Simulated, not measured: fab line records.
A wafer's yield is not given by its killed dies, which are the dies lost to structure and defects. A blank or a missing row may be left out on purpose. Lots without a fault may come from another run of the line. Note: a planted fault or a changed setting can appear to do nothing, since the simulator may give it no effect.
fab line records + flow n5Finfet
record
- lots=10
- wafers=30
- lastDay=19
route steps=1938 shown BEOL_M0@726 BEOL_M1@751 BEOL_M4@1111 PASSIVATION@1936
lots that met no fault: taken from a fault-free run of the same line
startH: the number of hours between the record's first day and the start of the first shown wafer of the lot + waitH: hours from the lot's prior step to this one + " repeats the value in the row above + L1.1+2: several wafers, shown together as one row + - either no value or no given start + * or withheld: withheld + < > ~ a bound
route shown NAME@n: NAME is a module with steps in the file, n the number in the route of the first one + usual: average and standard deviation across the fault-free wafers + same: alike in all rows + chamber/n: place in a boat + sites: each site's reading + _std_site: the standard deviation of these + _edge_site: the outer-site mean with the inner-site mean subtracted + radiusMm: how far each site lies from the wafer's centre + mask NAME#n: copy n + behind: the tool/chamber that last shaped the wafer + hold: why the lot went on hold/how many hours it stayed there/how the hold came to an end + device: the transistor (n, p or np) that didn't switch + end of line: the tests these same wafers got at the end of their route + a step without rows: its recipe alone + killed: dies lost to structure and defects at the first sort, not the wafer's yield + map: shows each die of a wafer: x if killed, . if not, _ if none is there
set.NAME: the run value of the setting; set.NAME@STEP: its run value at that earlier step + model.NAME: the simulator's own value behind a step, which no gauge read
the route's steps for a sample of lots (tables are steps, rows are wafers)
services: when a tool's chamber went out of use (startH, in hours from the record's first day, below 0 if earlier), for how many hours, and the reason
## steps
# step N5_BEOL_M0_ETCH_109
# recipe
- chemistry=CH3F/O2
- targetDepthA=80
- overetchA=24
- target=SiCN
- timeS=27.4
- ionEnergyEv=120
- pressureMtorr=30
- sourceW=395
- biasW=75
- Ar_flow_sccm=150
- CH3F_flow_sccm=30
- O2_flow_sccm=20
# usual
- drypumpMotorCurrentA=5.6/0.39
- oesProductAu=0.68/0.081
- rfVppV=298.0/1.4
- showerheadPlenumPTorr=2.04/0.058
- throttleValvePct=16.2/0.35
| lot.wafer | tool       | chamber | startH | waitH | drypumpMotorCurrentA | oesProductAu | rfHoursCounterH | rfVppV | showerheadPlenumPTorr | throttleValvePct |
|-----------|------------|---------|--------|-------|----------------------|--------------|-----------------|--------|-----------------------|------------------|
| L992.2    | rieDiel-06 | 1       | 118.44 | 0.0   | 5.5                  | 0.72         | 54              | 297.5  | 2.03                  | 16.3             |
| L992.4    | "          | 0       | "      | "     | 5.2                  | 0.60         | 244             | 298.9  | 2.04                  | 16.0             |
| L992.6    | "          | 1       | "      | "     | 5.5                  | 0.72         | -               | 299.7  | 2.03                  | 16.3             |
| L994.3    | rieDiel-01 | 3       | 130.29 | 0.3   | 5.2                  | 0.76         | 29              | 297.5  | 2.05                  | 16.0             |
| L994.4    | "          | 0       | "      | "     | 5.9                  | 0.85         | 2               | 300.0  | 2.15                  | 15.8             |
| L994.5    | "          | 0       | "      | "     | 5.9                  | 0.85         | -               | 298.9  | 2.15                  | 15.8             |
| L101.1    | rieDiel-01 | 1       | 170.85 | 0.0   | 5.3                  | 0.63         | 202             | 297.4  | 2.07                  | 16.5             |
| L101.3    | "          | 2       | "      | "     | 5.9                  | 0.72         | 58              | 300.9  | 2.10                  | 15.9             |
| L101.5    | "          | 1       | "      | "     | 5.3                  | 0.64         | -               | 299.5  | 2.07                  | 16.5             |
| L105.1    | rieDiel-06 | 3       | 202.79 | 0.3   | 4.9                  | 0.60         | 211             | 294.8  | 1.90                  | 16.3             |
| L105.2    | "          | 0       | "      | "     | 5.2                  | 0.78         | 12              | 299.2  | 2.03                  | 15.6             |
| L105.5    | "          | 1       | "      | "     | 5.6                  | 0.69         | -               | 297.8  | 2.02                  | 16.4             |
| L106.1    | rieDiel-06 | 3       | 214.48 | 0.0   | 5.0                  | 0.59         | 215             | 294.6  | 1.90                  | 16.3             |
| L106.3    | "          | 1       | "      | "     | 5.6                  | 0.68         | 96              | 297.4  | 2.01                  | 16.4             |
| L106.6    | "          | 3       | "      | "     | 4.9                  | 0.62         | -               | 294.2  | 1.90                  | 16.4             |
| L107.2    | rieDiel-06 | 3       | 215.50 | 0.4   | 4.9                  | 0.59         | 216             | 297.2  | 1.90                  | 16.3             |
| L107.3    | "          | 0       | "      | "     | 5.2                  | 0.78         | 17              | 298.4  | 2.03                  | 15.6             |
| L107.5    | "          | 0       | "      | "     | 5.2                  | 0.80         | -               | 297.3  | 2.03                  | 15.6             |
| L111.1    | rieDiel-01 | 0       | 233.54 | 0.0   | 5.9                  | 0.72         | 41              | 297.8  | 2.14                  | 15.9             |
| L111.2    | "          | 2       | "      | "     | 5.9                  | 0.67         | 84              | 298.3  | 2.09                  | 16.0             |
| L111.6    | "          | 1       | "      | "     | 5.3                  | 0.61         | -               | 297.5  | 2.06                  | 16.5             |
| L112.1    | rieDiel-01 | 3       | 235.12 | 0.1   | 5.2                  | 0.72         | 48              | 297.9  | 2.04                  | 16.0             |
| L112.2    | "          | 0       | "      | "     | 5.9                  | 0.73         | 41              | 299.0  | 2.14                  | 15.9             |
| L112.6    | "          | 2       | "      | "     | 5.9                  | 0.69         | -               | 299.9  | 2.09                  | 16.0             |
| L113.2    | rieDiel-06 | 1       | 238.77 | 0.0   | 5.6                  | 0.67         | 102             | 298.4  | 2.01                  | 16.4             |
| L113.3    | "          | 2       | "      | "     | 5.6                  | 0.79         | 11              | 298.3  | 2.04                  | 15.8             |
| L113.6    | "          | 2       | "      | "     | 5.6                  | 0.80         | -               | 297.1  | 2.04                  | 15.8             |
| L114.1    | rieDiel-06 | 1       | 246.29 | 0.0   | 5.6                  | 0.68         | 104             | 298.0  | 2.01                  | 16.4             |
| L114.2    | "          | 0       | "      | "     | 5.2                  | 0.76         | 27              | 298.8  | 2.02                  | 15.6             |
| L114.4    | "          | 2       | "      | "     | 5.6                  | 0.79         | 14              | 298.9  | 2.04                  | 15.8             |
# step N5_BEOL_M0_ANNEAL_133
# recipe
- tempC=400
- timeS=60
- ambient=vacuum
# usual
- heaterPowerW=852/79
| lot.wafer | tool          | chamber | startH | waitH | heaterPowerW |
|-----------|---------------|---------|--------|-------|--------------|
| L992.2    | pvdSputter-02 | -       | 120.72 | 0.0   | 827          |
| L992.4    | "             | -       | "      | "     | 891          |
| L992.6    | "             | -       | "      | "     | 800          |
| L994.3    | pvdSputter-01 | -       | 133.09 | 0.0   | 857          |
| L994.4    | "             | -       | "      | "     | 821          |
| L994.5    | "             | -       | "      | "     | 878          |
| L101.1    | pvdSputter-01 | -       | 172.28 | 0.0   | 713          |
| L101.3    | "             | -       | "      | "     | 834          |
| L101.5    | "             | -       | "      | "     | 844          |
| L105.1    | pvdSputter-03 | -       | 203.69 | 0.0   | 804          |
| L105.2    | "             | -       | "      | "     | 819          |
| L105.5    | "             | -       | "      | "     | 816          |
| L106.1    | pvdSputter-03 | -       | 215.49 | 0.0   | 1010         |
| L106.3    | "             | -       | "      | "     | 808          |
| L106.6    | "             | -       | "      | "     | 1022         |
| L107.2    | pvdSputter-02 | -       | 216.50 | 0.0   | 837          |
| L107.3    | "             | -       | "      | "     | 964          |
| L107.5    | "             | -       | "      | "     | 807          |
| L111.1    | pvdSputter-02 | -       | 235.62 | 0.0   | 970          |
| L111.2    | "             | -       | "      | "     | 787          |
| L111.6    | "             | -       | "      | "     | 822          |
| L112.1    | pvdSputter-02 | -       | 237.00 | 0.0   | 967          |
| L112.2    | "             | -       | "      | "     | 805          |
| L112.6    | "             | -       | "      | "     | 965          |
| L113.2    | pvdSputter-02 | -       | 240.96 | 0.0   | 852          |
| L113.3    | "             | -       | "      | "     | 888          |
| L113.6    | "             | -       | "      | "     | 885          |
| L114.1    | pvdSputter-03 | -       | 248.71 | 0.0   | 794          |
| L114.2    | "             | -       | "      | "     | 809          |
| L114.4    | "             | -       | "      | "     | 735          |
# step N5_BEOL_M0_CO_CAP_123
# recipe
- material=Co
- targetThkA=20
- tempC=200
- precursor=CCTBA/H2
- pressureTorr=30
- timeS=102.1
# usual
- heaterPowerW=243/15
| lot.wafer | tool     | chamber | startH | waitH | heaterPowerW |
|-----------|----------|---------|--------|-------|--------------|
| L992.2    | cvdCo-02 | 2       | 121.83 | 0.0   | 255          |
| L992.4    | "        | 2       | "      | "     | 259          |
| L992.6    | "        | 0       | "      | "     | 237          |
| L994.3    | cvdCo-02 | 0       | 134.24 | 0.0   | 240          |
| L994.4    | "        | 2       | "      | "     | 255          |
| L994.5    | "        | 0       | "      | "     | 238          |
| L101.1    | cvdCo-01 | 2       | 173.31 | 0.0   | 245          |
| L101.3    | "        | 1       | "      | "     | 222          |
| L101.5    | "        | 2       | "      | "     | 256          |
| L105.1    | cvdCo-02 | 2       | 204.82 | 0.0   | 252          |
| L105.2    | "        | 1       | "      | "     | 226          |
| L105.5    | "        | 1       | "      | "     | 238          |
| L106.1    | cvdCo-01 | 2       | 216.51 | 0.0   | 249          |
| L106.3    | "        | 0       | "      | "     | 266          |
| L106.6    | "        | 2       | "      | "     | 257          |
| L107.2    | cvdCo-02 | 0       | 217.52 | 0.0   | 238          |
| L107.3    | "        | 1       | "      | "     | 231          |
| L107.5    | "        | 0       | "      | "     | 233          |
| L111.1    | cvdCo-02 | 2       | 236.68 | 0.0   | 247          |
| L111.2    | "        | 1       | "      | "     | 235          |
| L111.6    | "        | 1       | "      | "     | 231          |
| L112.1    | cvdCo-01 | 1       | 238.49 | 0.0   | 219          |
| L112.2    | "        | 2       | "      | "     | 255          |
| L112.6    | "        | 2       | "      | "     | 256          |
| L113.2    | cvdCo-01 | 2       | 242.20 | 0.0   | 244          |
| L113.3    | "        | 1       | "      | "     | 216          |
| L113.6    | "        | 2       | "      | "     | 253          |
| L114.1    | cvdCo-02 | 2       | 249.75 | 0.0   | 257          |
| L114.2    | "        | 0       | "      | "     | 231          |
| L114.4    | "        | 0       | "      | "     | 239          |
# step N5_BEOL_M1_ILD_DEP_00
# recipe
- material=SiOC
- targetThkA=790
- tempC=350
- precursor=DEMS/O2
- pressureTorr=5
- rfW=500
- timeS=15.3
# usual
- chamberPressureTorr=5.002/0.011
- heaterPowerOuterW=281/40
- heaterPowerW=526/74
- showerheadPlenumPTorr=5.690/0.014
- throttleValvePct=11.9/0.62
| lot.wafer | tool     | chamber | startH | waitH | chamberPressureTorr | heaterPowerOuterW | heaterPowerW | showerheadPlenumPTorr | throttleValvePct |
|-----------|----------|---------|--------|-------|---------------------|-------------------|--------------|-----------------------|------------------|
| L992.2    | pecvd-03 | 1       | 122.08 | 0.0   | 4.993               | 230               | 427          | 5.679                 | 11.3             |
| L992.4    | "        | 0       | "      | "     | 4.988               | 275               | 484          | 5.674                 | 11.6             |
| L992.6    | "        | 2       | "      | "     | 5.010               | 304               | 619          | 5.682                 | 11.5             |
| L994.3    | pecvd-01 | 1       | 134.49 | 0.0   | 5.007               | 306               | 533          | 5.694                 | 12.3             |
| L994.4    | "        | 1       | "      | "     | 5.007               | 300               | 523          | 5.684                 | 12.1             |
| L994.5    | "        | 2       | "      | "     | 4.988               | 250               | 490          | 5.697                 | 10.9             |
| L101.1    | pecvd-01 | 1       | 173.55 | 0.0   | 4.999               | 284               | 513          | 5.692                 | 12.3             |
| L101.3    | "        | 2       | "      | "     | 4.988               | 308               | 578          | 5.695                 | 11.0             |
| L101.5    | "        | 2       | "      | "     | 4.983               | 301               | 571          | 5.706                 | 11.2             |
| L105.1    | pecvd-03 | 1       | 205.09 | 0.0   | -                   | -                 | -            | -                     | -                |
| L105.2    | "        | 0       | "      | "     | -                   | -                 | -            | -                     | -                |
| L105.5    | "        | 2       | "      | "     | -                   | -                 | -            | -                     | -                |
| L106.1    | pecvd-03 | 1       | 216.76 | 0.0   | -                   | -                 | -            | -                     | -                |
| L106.3    | "        | 2       | "      | "     | -                   | -                 | -            | -                     | -                |
| L106.6    | "        | 1       | "      | "     | -                   | -                 | -            | -                     | -                |
| L107.2    | pecvd-01 | 0       | 217.77 | 0.0   | -                   | -                 | -            | -                     | -                |
| L107.3    | "        | 1       | "      | "     | -                   | -                 | -            | -                     | -                |
| L107.5    | "        | 0       | "      | "     | -                   | -                 | -            | -                     | -                |
| L111.1    | pecvd-01 | 1       | 236.96 | 0.0   | 5.012               | 311               | 541          | 5.694                 | 12.5             |
| L111.2    | "        | 0       | "      | "     | 4.999               | 332               | 607          | 5.672                 | 12.3             |
| L111.6    | "        | 1       | "      | "     | 5.011               | 304               | 536          | 5.699                 | 12.0             |
| L112.1    | pecvd-03 | 2       | 238.73 | 0.0   | 4.990               | 352               | 652          | 5.687                 | 11.2             |
| L112.2    | "        | 1       | "      | "     | 5.012               | 220               | 407          | 5.683                 | 11.6             |
| L112.6    | "        | 1       | "      | "     | 5.001               | 222               | 412          | 5.685                 | 11.6             |
| L113.2    | pecvd-03 | 1       | 242.45 | 0.0   | 4.999               | 234               | 424          | 5.676                 | 11.6             |
| L113.3    | "        | 2       | "      | "     | 4.992               | 340               | 651          | 5.698                 | 11.4             |
| L113.6    | "        | 0       | "      | "     | 4.990               | 315               | 540          | 5.686                 | 11.5             |
| L114.1    | pecvd-02 | 1       | 250.00 | 0.0   | 5.008               | 197               | 392          | 5.695                 | 12.0             |
| L114.2    | "        | 0       | "      | "     | 5.014               | 292               | 577          | 5.703                 | 12.7             |
| L114.4    | "        | 1       | "      | "     | 4.979               | 201               | 390          | 5.693                 | 12.0             |
# step N5_BEOL_M1_OCD_MEAS_38
# usual
- trenchDepthNm=55.0/1.2
| lot.wafer | tool   | chamber | startH | waitH | trenchDepthNm |
|-----------|--------|---------|--------|-------|---------------|
| L992.2    | ocd-02 | -       | 129.95 | -     | 53.9          |
| L992.4    | "      | -       | "      | "     | 54.3          |
| L992.6    | "      | -       | "      | "     | 54.5          |
| L994.3    | ocd-02 | -       | 146.06 | -     | 54.2          |
| L994.4    | "      | -       | "      | "     | 54.5          |
| L994.5    | "      | -       | "      | "     | 53.9          |
| L101.1    | ocd-01 | -       | 180.81 | -     | 54.6          |
| L101.3    | "      | -       | "      | "     | 56.9          |
| L101.5    | "      | -       | "      | "     | 56.8          |
| L105.1    | ocd-02 | -       | 236.17 | -     | -             |
| L105.2    | "      | -       | "      | "     | -             |
| L105.5    | "      | -       | "      | "     | -             |
| L106.1    | ocd-02 | -       | 239.96 | -     | -             |
| L106.3    | "      | -       | "      | "     | -             |
| L106.6    | "      | -       | "      | "     | -             |
| L107.2    | ocd-01 | -       | 239.98 | -     | -             |
| L107.3    | "      | -       | "      | "     | -             |
| L107.5    | "      | -       | "      | "     | -             |
| L113.2    | ocd-01 | -       | 256.97 | -     | 53.2          |
| L113.3    | "      | -       | "      | "     | 53.8          |
| L113.6    | "      | -       | "      | "     | 55.5          |
| L111.1    | ocd-02 | -       | 261.77 | -     | 57.0          |
| L111.2    | "      | -       | "      | "     | 57.3          |
| L111.6    | "      | -       | "      | "     | 56.4          |
| L112.1    | ocd-01 | -       | 264.42 | -     | 55.3          |
| L112.2    | "      | -       | "      | "     | 55.0          |
| L112.6    | "      | -       | "      | "     | 56.0          |
| L114.1    | ocd-02 | -       | 264.61 | -     | 54.5          |
| L114.2    | "      | -       | "      | "     | 57.0          |
| L114.4    | "      | -       | "      | "     | 56.8          |
# step N5_BEOL_M4_RC_MEAS_101
# usual
- DIBL_N=36.0/1.9
- DIBL_P=35.6/2.2
- IOFF_N=0.15/0.031
- IOFF_P=0.19/0.032
- ION_N=668/11
- ION_P=455/7.2
- SS_N=71.5/0.65
- SS_P=73.4/0.64
- VT_N=251/3.6
- VT_P=-253/3.3
| lot.wafer | tool      | chamber | startH | waitH | DIBL_N[mV/V] | DIBL_P[mV/V] | IOFF_N[nA/um] | IOFF_P[nA/um] | ION_N[uA/um] | ION_P[uA/um] | SS_N[mV/dec] | SS_P[mV/dec] | VT_N[mV] | VT_P[mV] |
|-----------|-----------|---------|--------|-------|--------------|--------------|---------------|---------------|--------------|--------------|--------------|--------------|----------|----------|
| L992.2    | prober-01 | 0       | 190.18 | 0.2   | 36.4         | 35.6         | 0.15          | 0.21          | 671          | 461          | 70.7         | 73.6         | 249      | -249     |
| L992.4    | "         | 0       | "      | "     | 35.7         | 34.2         | 0.14          | 0.19          | 664          | 460          | 70.1         | 73.3         | 251      | -251     |
| L992.6    | "         | 0       | "      | "     | 37.5         | 36.3         | 0.17          | 0.22          | 675          | 457          | 71.0         | 73.7         | 250      | -250     |
| L994.3    | prober-01 | 0       | 198.86 | 0.3   | 34.8         | 34.5         | 0.13          | 0.17          | 647          | 445          | 71.1         | 72.7         | 252      | -253     |
| L994.4    | "         | 0       | "      | "     | 36.2         | 35.2         | 0.15          | 0.17          | 663          | 453          | 70.9         | 72.5         | 254      | -253     |
| L994.5    | "         | 0       | "      | "     | 36.5         | 35.6         | 0.15          | 0.17          | 655          | 441          | 71.8         | 73.5         | 251      | -254     |
| L101.1    | prober-02 | 0       | 277.22 | 0.0   | 33.7         | 33.8         | 0.13          | 0.17          | 657          | 458          | 71.4         | 72.4         | 254      | -252     |
| L101.3    | "         | 0       | "      | "     | 35.4         | 35.8         | 0.15          | 0.20          | 668          | 461          | 71.9         | 73.1         | 248      | -252     |
| L101.5    | "         | 0       | "      | "     | 32.5         | 33.3         | 0.12          | 0.17          | 651          | 450          | 71.5         | 72.8         | 256      | -252     |
| L112.1    | prober-02 | 0       | 322.43 | 0.0   | 35.0         | 34.7         | 0.14          | 0.19          | 672          | 460          | 71.3         | 73.9         | 254      | -254     |
| L112.2    | "         | 0       | "      | "     | 35.7         | 34.8         | 0.15          | 0.18          | 666          | 452          | 72.6         | 74.2         | 251      | -253     |
| L112.6    | "         | 0       | "      | "     | 36.2         | 35.4         | 0.14          | 0.19          | 658          | 449          | 71.9         | 73.3         | 256      | -252     |
| L113.2    | prober-02 | 0       | 325.97 | 0.2   | 38.4         | 38.5         | 0.20          | 0.25          | 679          | 460          | 72.8         | 73.9         | 247      | -249     |
| L113.3    | "         | 0       | "      | "     | 35.8         | 34.8         | 0.15          | 0.20          | 679          | 463          | 71.7         | 73.3         | 251      | -251     |
| L113.6    | "         | 0       | "      | "     | 36.5         | 36.0         | 0.17          | 0.22          | 675          | 465          | 72.1         | 74.1         | 250      | -252     |
| L111.1    | prober-01 | 0       | 331.90 | 0.0   | 37.3         | 36.5         | 0.17          | 0.20          | 679          | 457          | 71.4         | 73.6         | 247      | -251     |
| L111.2    | "         | 0       | "      | "     | 36.7         | 35.3         | 0.15          | 0.18          | 665          | 451          | 72.2         | 72.7         | 250      | -253     |
| L111.6    | "         | 0       | "      | "     | 38.7         | 39.4         | 0.21          | 0.25          | 686          | 462          | 72.4         | 73.9         | 243      | -251     |
| L114.1    | prober-02 | 0       | 333.71 | 0.0   | 33.1         | 33.5         | 0.11          | 0.13          | 662          | 444          | 70.6         | 72.9         | 259      | -262     |
| L114.2    | "         | 0       | "      | "     | 34.7         | 35.8         | 0.13          | 0.16          | 666          | 443          | 71.6         | 73.6         | 255      | -262     |
| L114.4    | "         | 0       | "      | "     | 34.6         | 37.0         | 0.14          | 0.17          | 665          | 449          | 71.9         | 74.3         | 252      | -259     |
# step N5_PASSIVATION_PROBE_49
# usual
- defectLimitedYield=91.3/1.4
- killed_at_M0_to_M3=34/10
- killed_at_M4_up=14/5.5
- killedAtContacts=12/6
- killedAtFrontEnd=40/10
- killedAtOther=3.0/2.4
- killedDies=103/17
- killedOnRim=13/4.3
- killedOpen=68/13
- killedShort=34/7.8
- sort_bin_5_function=5.1/0.97
- sort_bin_6_memory=3.3/0.66
- sort_bin_8_speed=0.02/0.12
- sortNPass=1077/17
- sortYieldPct=91.2/1.4
# same
- grossDies=1180
- killedAtBackSide=0
- sort_bin_4_leakage[%]=0
| lot.wafer | tool      | chamber | startH | waitH | defectLimitedYield[%] | killed_at_M0_to_M3 | killed_at_M4_up | killedAtContacts | killedAtFrontEnd | killedAtOther | killedDies | killedOnRim | killedOpen | killedShort | sort_bin_5_function[%] | sort_bin_6_memory[%] | sort_bin_8_speed[%] | sortNPass | sortYieldPct[%] |
|-----------|-----------|---------|--------|-------|-----------------------|--------------------|-----------------|------------------|------------------|---------------|------------|-------------|------------|-------------|------------------------|----------------------|---------------------|-----------|-----------------|
| L107.2    | prober-01 | -       | 416.65 | 0.1   | 0                     | 1172               | 0               | 3                | 5                | 0             | 1180       | 152         | 14         | 5           | 70.8                   | 3.3                  | 0                   | 0         | 0               |
| L107.3    | prober-01 | -       | 416.70 | 0.1   | 0                     | 1169               | 3               | 1                | 6                | 1             | 1180       | 152         | 13         | 6           | 72.8                   | 3.1                  | 0                   | 0         | 0               |
| L107.5    | prober-01 | -       | 416.80 | 0.2   | 0                     | 1162               | 5               | 2                | 10               | 1             | 1180       | 152         | 19         | 7           | 71.9                   | 3.7                  | 0                   | 0         | 0               |
# killed by level:class
L107.2 BEOL_M1:lostPattern=1160 MOL_CONTACT_COAG:geometricParticle:open=3 BEOL_M0_SAQP:geometricParticle:open=3 FIN_SAQP:geometricParticle:open=2 STI_FIN_REVEAL:geometricParticle:open=2 BEOL_M1:geometricParticle:short=2 BEOL_M0_SAQP:geometricParticle:short=2 BEOL_M3:geometricParticle:open=2
L107.3 BEOL_M1:lostPattern=1158 BEOL_M0_SAQP:geometricParticle:open=3 BEOL_M1:areaDep=3 FIN_SAQP:geometricParticle:open=2 STI_FIN_REVEAL:geometricParticle:open=2 BEOL_M4:geometricParticle:short=2 BEOL_M3:geometricParticle:open=2 FIN_SAQP:geometricParticle:short=1
L107.5 BEOL_M1:lostPattern=1153 FIN_SAQP:geometricParticle:open=3 BEOL_M3:geometricParticle:open=3 BEOL_M1:geometricParticle:short=2 FIN_SAQP:geometricParticle:short=1 STI_FIN_REVEAL:geometricParticle:open=1 DUMMY_GATE:geometricParticle:open=1 ILD0:geometricParticle:open=1
## services
| tool          | chamber | startH | hours | kind                        |
|---------------|---------|--------|-------|-----------------------------|
| cvdCo-02      | 0       | 106.94 | 2.7   | repair                      |
| rieDiel-01    | 1       | 111.49 | 9.7   | repair                      |
| pecvd-03      | -       | 125.98 | 0.6   | repair                      |
| rieDiel-06    | 0       | 130.10 | 4.0   | repair                      |
| pvdSputter-01 | -       | 133.60 | 1.9   | repair                      |
| rieDiel-06    | 0       | 141.88 | -     | clean                       |
| rieDiel-06    | 0       | 141.88 | -     | consumableReplace:focusRing |
| rieDiel-06    | 0       | 141.88 | 33.7  | scheduledDown               |
| rieDiel-06    | 0       | 141.88 | 33.7  | ventCycle                   |
| pvdSputter-01 | -       | 143.27 | 4.6   | repair                      |
| pecvd-03      | 0       | 144.63 | 19.6  | repair                      |
| cvdCo-01      | -       | 152.87 | 1.3   | repair                      |
| rieDiel-01    | 3       | 156.77 | 43.4  | repair                      |
| pecvd-01      | -       | 160.83 | 0.8   | repair                      |
| pecvd-02      | 2       | 163.09 | 76.1  | repair                      |
| rieDiel-06    | 3       | 181.80 | 17.0  | repair                      |
| cvdCo-01      | -       | 185.44 | 6.9   | pm                          |
| cvdCo-01      | 1       | 196.74 | 8.7   | repair                      |
| rieDiel-06    | 2       | 198.81 | -     | clean                       |
| rieDiel-06    | 2       | 198.81 | -     | consumableReplace:focusRing |
| rieDiel-06    | 2       | 198.81 | 16.9  | scheduledDown               |
| rieDiel-01    | -       | 202.64 | 0.5   | repair                      |
| pecvd-01      | -       | 203.81 | 0.8   | pm                          |
| pecvd-01      | -       | 218.69 | 0.9   | repair                      |
## key
firstSign
- step=N5_BEOL_M1_ILD_DEP_00
- reading=toolRecord
- direction=missing
effect
- step=N5_BEOL_M1_OCD_MEAS_38
- reading=trenchDepthNm
- direction=missing
effect
- step=N5_PASSIVATION_PROBE_49
- reading=killed_at_M0_to_M3
- direction=up
- sigmas=99+
- usual=34
- struck=1168
metAt N5_BEOL_M1_ILD_DEP_00
struckLots L105,L106,L107
rowsEnd L105.1,L105.2,L105.5
laterRowsLeftOut L106.1,L106.3,L106.6,L107.2,L107.3,L107.5
sortLeftOut L106.1,L106.3,L106.6
notActingAt N5_BEOL_M0_ETCH_109,N5_BEOL_M0_ANNEAL_133,N5_BEOL_M0_CO_CAP_123
onsetBetween 173.55 205.09
fault
- kind=skippedStepWhole
- tool=pecvd-01,pecvd-03
- chamber=-
- onsetH=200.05
- steps=N5_BEOL_M1_ILD_DEP_00
- scope=struckLotsOnly
# sortLeftOut: the simulated sort isn't trusted on such a fault, so these wafers' sort isn't shown, and their yield isn't known
# laterRowsLeftOut: the simulator's readings of these wafers behind a module that went badly wrong aren't trusted and aren't shown, but for the sort
# rowsEnd: these wafers met a further fault down the route, and their rows from its step on are left out
